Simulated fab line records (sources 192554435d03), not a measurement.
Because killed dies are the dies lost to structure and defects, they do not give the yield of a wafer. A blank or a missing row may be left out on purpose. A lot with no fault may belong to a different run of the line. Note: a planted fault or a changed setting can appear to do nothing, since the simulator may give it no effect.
Chamber matching | flow n5_finfet | rie_diel-01 running N5_MOL_CONTACT_COAG_ETCH_124: 4 sister chambers
The step etches SiNx in CH3F/O2, stops on SiOC, target depth 6.5 nm. 20 wafers are shown with their chamber, then 10 later ones without.

EACH WAFER AND ITS CHAMBER
wafer  | chamber | drypump_motor_current_A (A) | showerhead_plenum_p_Torr (Torr) | throttle_valve_pct (%)
L077.2 | 1       | 5.3                         | 2.07                            | 16.73
L077.4 | 0       | 5.1                         | 2.02                            | 16.30
L077.5 | 2       | 5.3                         | 1.93                            | 16.64
L078.2 | 3       | 6.1                         | 2.06                            | 16.05
L078.5 | 1       | 5.3                         | 2.07                            | 16.74
L078.6 | 2       | 5.2                         | 1.93                            | 16.64
L083.1 | 0       | 5.1                         | 2.01                            | 16.32
L083.2 | 2       | 5.3                         | 1.93                            | 16.64
L083.5 | 1       | 5.3                         | 2.07                            | 16.74
L084.1 | 0       | 5.1                         | 2.01                            | 16.33
L084.3 | 3       | 6.1                         | 2.05                            | 16.10
L084.5 | 0       | 5.1                         | 2.01                            | 16.32
L086.1 | 1       | 5.3                         | 2.07                            | 16.77
L086.4 | 2       | 5.2                         | 1.93                            | 16.67
L086.5 | 1       | 5.3                         | 2.07                            | 16.78
L087.1 | 1       | 5.3                         | 2.07                            | 16.78
L087.5 | 0       | 5.1                         | 2.01                            | 16.32
L087.6 | 1       | 5.3                         | 2.07                            | 16.77
L088.1 | 2       | 5.2                         | 1.93                            | 16.67
L088.2 | 0       | 5.1                         | 2.01                            | 16.33

SIGNATURES (means of the wafers above)
reading                  | chamber 0 | chamber 1 | chamber 2 | chamber 3 | scatter within a chamber
drypump_motor_current_A  | 5.100     | 5.300     | 5.240     | 6.100     | 0.0274
showerhead_plenum_p_Torr | 2.0117    | 2.0700    | 1.9300    | 2.0550    | 0.00289
throttle_valve_pct       | 16.3200   | 16.7586   | 16.6520   | 16.0750   | 0.0187
Rule: a wafer's distance from a chamber is the root of the sum, over the readings, of the square of ((its reading less the chamber's mean) divided by the reading's scatter). If the next closest chamber is less than 2 further off than the closest, the wafer can't be placed; otherwise it belongs to the closest. The scatter: take each reading less its chamber's mean, square it, sum over the shown wafers, divide by the number of wafers less the number of chambers, and take the root.

WAFERS WITH NO CHAMBER GIVEN
wafer  | drypump_motor_current_A (A) | showerhead_plenum_p_Torr (Torr) | throttle_valve_pct (%)
L088.4 | 6.1                         | 2.05                            | 16.10
L089.2 | 6.1                         | 2.05                            | 16.10
L089.4 | 5.3                         | 1.92                            | 16.68
L089.5 | 6.1                         | 2.05                            | 16.11
L091.1 | 5.2                         | 1.92                            | 16.70
L091.2 | 6.1                         | 2.05                            | 16.12
L091.4 | 5.3                         | 2.06                            | 16.78
L094.2 | 6.1                         | 2.04                            | 16.13
L094.4 | 5.3                         | 1.92                            | 16.70
L094.5 | 5.1                         | 2.00                            | 16.36

WHICH CHAMBER EACH WENT THROUGH
wafer  | from the rows above | in truth
L088.4 | 3                   | 3
L089.2 | 3                   | 3
L089.4 | 2                   | 2
L089.5 | 3                   | 3
L091.1 | 2                   | 2
L091.2 | 3                   | 3
L091.4 | 1                   | 1
L094.2 | 3                   | 3
L094.4 | 2                   | 2
L094.5 | 0                   | 0
Placed correctly: 10 of 10. Number that these rows cannot place: 0. Number placed wrongly: 0.
